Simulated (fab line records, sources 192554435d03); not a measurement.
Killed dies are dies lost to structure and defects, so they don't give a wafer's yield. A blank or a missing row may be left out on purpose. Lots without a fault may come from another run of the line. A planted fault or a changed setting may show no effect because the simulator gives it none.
Chamber matching | flow n5_finfet | N5_FIN_SAQP_ETCH_64 on rie_si-05: 4 sister chambers
The step etches SiO2 in CF4, target depth 1.5 nm. 24 wafers are shown with their chamber, then 12 later ones without.

WAFERS WITH THEIR CHAMBER
wafer  | chamber | throttle_valve_pct (%) | drypump_motor_current_A (A) | oes_product_au (a.u.)
L074.4 | 2       | 22.19                  | 6.1                         | 0.981
L074.5 | 3       | 21.69                  | 6.2                         | 1.030
L074.6 | 0       | 22.10                  | 5.6                         | 1.003
L076.1 | 0       | 22.10                  | 5.6                         | 0.998
L076.2 | 1       | 21.71                  | 5.6                         | 0.992
L076.5 | 3       | 21.69                  | 6.2                         | 0.998
L079.1 | 3       | 21.68                  | 6.2                         | 1.015
L079.2 | 2       | 22.20                  | 6.1                         | 0.990
L079.6 | 1       | 21.74                  | 5.6                         | 0.997
L080.1 | 3       | 21.70                  | 6.2                         | 1.023
L080.3 | 1       | 21.74                  | 5.6                         | 1.005
L080.6 | 1       | 21.73                  | 5.6                         | 1.005
L082.2 | 3       | 21.69                  | 6.1                         | 1.000
L082.3 | 2       | 22.18                  | 6.2                         | 0.973
L082.5 | 1       | 21.73                  | 5.6                         | 0.995
L085.1 | 1       | 21.74                  | 5.6                         | 0.992
L085.2 | 2       | 22.19                  | 6.2                         | 0.966
L085.6 | 1       | 21.71                  | 5.6                         | 1.003
L086.3 | 1       | 21.74                  | 5.6                         | 1.001
L086.4 | 0       | 22.09                  | 5.7                         | 0.995
L086.5 | 1       | 21.73                  | 5.6                         | 1.000
L087.3 | 3       | 21.70                  | 6.2                         | 1.003
L087.5 | 0       | 22.10                  | 5.7                         | 0.999
L087.6 | 3       | 21.68                  | 6.2                         | 1.019

SIGNATURES (means of the wafers above)
reading                 | chamber 0 | chamber 1 | chamber 2 | chamber 3 | scatter within a chamber
throttle_valve_pct      | 22.0975   | 21.7300   | 22.1900   | 21.6900   | 0.00968
drypump_motor_current_A | 5.650     | 5.600     | 6.150     | 6.186     | 0.0378
oes_product_au          | 0.99875   | 0.99889   | 0.97750   | 1.01257   | 0.00862
Rule: a wafer's distance from a chamber is the root of the sum, over the readings, of the square of ((its reading less the chamber's mean) divided by the reading's scatter). The wafer belongs to the nearest chamber; if the next one is less than 2 further off, it can't be placed. The scatter: the root of (the sum of the squares of (reading less its chamber's mean) over the shown wafers, divided by (wafers less chambers)).

WAFERS WITHOUT THEIR CHAMBER
wafer  | throttle_valve_pct (%) | drypump_motor_current_A (A) | oes_product_au (a.u.)
L090.2 | 22.20                  | 6.2                         | 0.983
L090.3 | 21.70                  | 6.2                         | 1.021
L090.4 | 21.73                  | 5.6                         | 0.996
L091.3 | 22.18                  | 6.1                         | 0.989
L091.5 | 21.74                  | 5.6                         | 0.998
L091.6 | 22.20                  | 6.1                         | 0.982
L093.1 | 21.72                  | 6.1                         | 0.999
L093.4 | 21.73                  | 5.6                         | 0.998
L093.5 | 21.69                  | 6.1                         | 1.009
L096.1 | 22.20                  | 6.2                         | 0.977
L096.3 | 21.70                  | 6.2                         | 1.018
L096.5 | 21.67                  | 6.2                         | 1.007

WHICH CHAMBER EACH WENT THROUGH
wafer  | from the rows above | in truth
L090.2 | 2                   | 2
L090.3 | 3                   | 3
L090.4 | 1                   | 1
L091.3 | 2                   | 2
L091.5 | 1                   | 1
L091.6 | 2                   | 2
L093.1 | 3                   | 3
L093.4 | 1                   | 1
L093.5 | 3                   | 3
L096.1 | 2                   | 2
L096.3 | 3                   | 3
L096.5 | 3                   | 3
Placed correctly: 12 of 12. Can't be placed from these rows: 0. Placed wrongly: 0.
